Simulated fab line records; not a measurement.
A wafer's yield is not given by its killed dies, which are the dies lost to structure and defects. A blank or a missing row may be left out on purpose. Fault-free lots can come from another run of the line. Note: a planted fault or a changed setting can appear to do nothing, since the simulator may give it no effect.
Split-lot study | flow n5 finfet | route with 1938 steps; 7 lots, 21 wafers read

== THE SPLIT ITSELF ==
At N5_PMOS_HMC_CHANNEL_EPI_PEB_07 (peb time 60 s), the setting peb time s was moved away from the recipe's 60 s on 7 of the 21 wafers read, by -9.7% to +19.3%. This setting was run at the recipe's value on the other wafers.

== THE PATH FROM SPLIT TO READING: the file shows 1 step between them ==
- N5_PMOS_HMC_CHANNEL_EPI_DEVELOP_08: develop time 30 s (also split here: develop time s)

== THE READING ==
cd nm at N5_PMOS_HMC_CHANNEL_EPI_CD_MEAS_09, given in nm (cd target 237.4 nm). A value of 237.1 nm with a standard deviation of 0.68 nm is what fault-free wafers of this fab line usually give.

wafer  | tool, chamber at the split | peb time s as run, s | against the recipe | cd nm, nm | against lot-mates on the recipe
L077.1 | litho track-05, 0          | 71.57                | +19.3%             | 243.9     | +7.3
L077.3 | litho track-05, 0          | 60                   | recipe             | 236.6     | -
L077.5 | litho track-05, 0          | 71.57                | +19.3%             | 244.1     | +7.5
L082.1 | litho track-03, 0          | 66.63                | +11.0%             | 240.1     | no lot-mate on the recipe
L082.3 | litho track-03, 0          | 66.63                | +11.0%             | 241.5     | no lot-mate on the recipe
L082.5 | litho track-03, 0          | 66.63                | +11.0%             | 242.8     | no lot-mate on the recipe
L087.2 | litho track-05, 0          | 60                   | recipe             | 237.9     | -
L087.3 | litho track-05, 0          | 66.2                 | +10.3%             | 242.3     | +4.1
L087.5 | litho track-05, 0          | 60                   | recipe             | 238.6     | -
L092.3 | litho track-03, 0          | 60                   | recipe             | 236.5     | -
L092.4 | litho track-03, 0          | 60                   | recipe             | 237.1     | -
L092.6 | litho track-03, 0          | 60                   | recipe             | 236.9     | -
L094.1 | litho track-02, 0          | 60                   | recipe             | 237.5     | -
L094.3 | litho track-02, 0          | 60                   | recipe             | 236.9     | -
L094.4 | litho track-02, 0          | 60                   | recipe             | 237.8     | -
L095.1 | litho track-02, 0          | 54.18                | -9.7%              | 233.2     | -4.2
L095.2 | litho track-02, 0          | 60                   | recipe             | 236.7     | -
L095.3 | litho track-02, 0          | 60                   | recipe             | 238.2     | -
L097.3 | litho track-05, 0          | 60                   | recipe             | 236.3     | -
L097.4 | litho track-05, 0          | 60                   | recipe             | 237.0     | -
L097.6 | litho track-05, 0          | 60                   | recipe             | 238.3     | -

THE FIT
A straight line over all 21 wafers: cd nm changes by +0.372 nm for each +1% of peb time s; r = +0.96; the points scatter about the line by 0.82 nm.
The same after taking each lot's own level away (the mean of its wafers on the recipe; 18 wafers): +0.392 nm for each +1%; r = +0.98; scatter 0.52 nm.
The reading moves by 7.6 nm for the largest change in peb time s, on that fit.
Measured against the standard deviation above, the lots' own levels, which go from 236.60 to 238.25 nm, span 2.4 times it.
The two slopes agree, so the slope changes little with the lot-to-lot level.
Check: for one of the wafers moved furthest among these (+19.3%), held out of the fit, the line's prediction against its lot-mates is +7.65 nm. Against them it came out at +7.3 nm.

== OTHER SPLITS ON THESE WAFERS ==
These wafers also went through other splits before the reading. Each is held against what the fit with the lots' levels taken away leaves over:
other split on the same wafers                    | wafers away from the commonest value | r with cd nm (lot level and that fit taken away)
N5_WELL_APT_PEB_06 peb temp c                     | 4                                    | +0.61
N5_PMOS_HMC_CHANNEL_EPI_DEVELOP_08 develop time s | 7                                    | +0.64

== THE WHOLE CHAIN: every reading that the file lists as answering this split, in the file's order ==
step                               | what it does                                                           | reading                                                                     | change (the file's fit)               | r (the file's)
N5_PMOS_HMC_CHANNEL_EPI_CD_MEAS_09 | target cd 237.4 nm                                                     | cd nm                                                                       | +0.394 nm for each +1% of the setting | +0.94
N5_PMOS_HMC_CHANNEL_EPI_DESCUM_14  | chemistry O2, time 7.9 s                                               | PMOS_HMC_CHANNEL_EPI.cd nm (the simulator's own value, which no gauge read) | +0.398 nm for each +1% of the setting | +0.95
N5_PMOS_HMC_CHANNEL_EPI_ETCH_32    | etches BARC in N2/H2, stops on SiO2, target depth 85.8 nm, time 50.3 s | PMOS_HMC_CHANNEL_EPI.cd nm (the simulator's own value, which no gauge read) | +0.412 nm for each +1% of the setting | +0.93

== FILE'S OWN FIT ==
cd nm changes by +0.394 nm for each +1% of peb time s, r = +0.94.
